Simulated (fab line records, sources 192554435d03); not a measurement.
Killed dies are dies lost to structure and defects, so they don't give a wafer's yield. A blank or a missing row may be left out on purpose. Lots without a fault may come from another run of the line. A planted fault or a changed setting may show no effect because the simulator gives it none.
Chamber matching | flow n5_finfet | N5_BEOL_M2_STRIP_66 on rie_diel-01: 4 sister chambers
The step strips in CF4. 4 wafers are shown with their chamber, then 9 later ones without.

WAFERS WITH THEIR CHAMBER
wafer  | chamber | showerhead_plenum_p_Torr (Torr)
L076.4 | 0       | 1.77
L085.1 | 1       | 1.84
L085.4 | 2       | 1.70
L085.5 | 3       | 1.83

WAFERS WITHOUT THEIR CHAMBER
wafer  | showerhead_plenum_p_Torr (Torr)
L086.1 | 1.77
L086.2 | 1.83
L086.4 | 1.77
L091.1 | 1.84
L091.2 | 1.76
L091.4 | 1.84
L096.1 | 1.84
L096.5 | 1.82
L096.6 | 1.76

WHICH CHAMBER EACH WENT THROUGH
wafer  | from the rows above     | in truth
L086.1 | 0                       | 0
L086.2 | can't be placed: 3 or 1 | 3
L086.4 | 0                       | 0
L091.1 | can't be placed: 1 or 3 | 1
L091.2 | 0                       | 0
L091.4 | can't be placed: 1 or 3 | 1
L096.1 | can't be placed: 1 or 3 | 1
L096.5 | can't be placed: 3 or 1 | 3
L096.6 | 0                       | 0
Placed correctly: 4 of 9. Can't be placed from these rows: 5 (the true chamber is among the candidates in 5). Placed wrongly: 0.
How it was worked out, from the rows above alone: a wafer's distance from a chamber is the root of the sum, over the readings, of the square of ((its reading less the chamber's mean) divided by the reading's scatter). The wafer belongs to the nearest chamber; if the next one is less than 2 further off, it can't be placed. A chamber's mean is the mean of its shown wafers. The scatter: with one shown wafer a chamber, the root of the mean of the squares of how far each hidden wafer lies from its nearest shown one.
